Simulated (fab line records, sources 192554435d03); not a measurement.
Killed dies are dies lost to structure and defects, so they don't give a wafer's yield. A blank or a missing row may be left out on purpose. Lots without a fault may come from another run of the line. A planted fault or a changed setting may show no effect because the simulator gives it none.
Chamber matching | flow n5_finfet | N5_PASSIVATION_STRIP_14 on rie_diel-05: 4 sister chambers
The step strips in O2. 8 wafers are shown with their chamber, then 12 later ones without.

WAFERS WITH THEIR CHAMBER
wafer  | chamber | drypump_motor_current_A (A) | throttle_valve_pct (%)
L082.2 | 2       | 5.1                         | 16.92
L082.4 | 0       | 5.5                         | 16.66
L084.1 | 1       | 6.4                         | 16.59
L084.2 | 2       | 5.1                         | 16.94
L084.3 | 3       | 5.2                         | 16.56
L087.1 | 0       | 5.5                         | 16.67
L087.2 | 3       | 5.2                         | 16.58
L087.3 | 1       | 6.3                         | 16.58

WAFERS WITHOUT THEIR CHAMBER
wafer  | drypump_motor_current_A (A) | throttle_valve_pct (%)
L088.2 | 5.5                         | 16.73
L088.3 | 6.3                         | 16.59
L088.6 | 5.5                         | 16.68
L089.1 | 6.4                         | 16.61
L089.2 | 5.5                         | 16.70
L089.5 | 6.4                         | 16.58
L094.1 | 5.1                         | 16.45
L094.4 | 5.2                         | 16.57
L094.5 | 5.5                         | 16.73
L092.3 | 6.4                         | 16.63
L092.4 | 5.1                         | 16.45
L092.5 | 5.5                         | 16.69

WHICH CHAMBER EACH WENT THROUGH
wafer  | from the rows above | in truth
L088.2 | 0                   | 0
L088.3 | 1                   | 1
L088.6 | 0                   | 0
L089.1 | 1                   | 1
L089.2 | 0                   | 0
L089.5 | 1                   | 1
L094.1 | 3                   | 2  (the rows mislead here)
L094.4 | 3                   | 3
L094.5 | 0                   | 0
L092.3 | 1                   | 1
L092.4 | 3                   | 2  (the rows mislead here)
L092.5 | 0                   | 0
Placed correctly: 10 of 12. Can't be placed from these rows: 0. Placed wrongly: 2.
How it was worked out, from the rows above alone: a wafer's distance from a chamber is the root of the sum, over the readings, of the square of ((its reading less the chamber's mean) divided by the reading's scatter). The wafer belongs to the nearest chamber; if the next one is less than 2 further off, it can't be placed. A chamber's mean is the mean of its shown wafers. The scatter: the root of (the sum of the squares of (reading less its chamber's mean) over the shown wafers, divided by (wafers less chambers)).
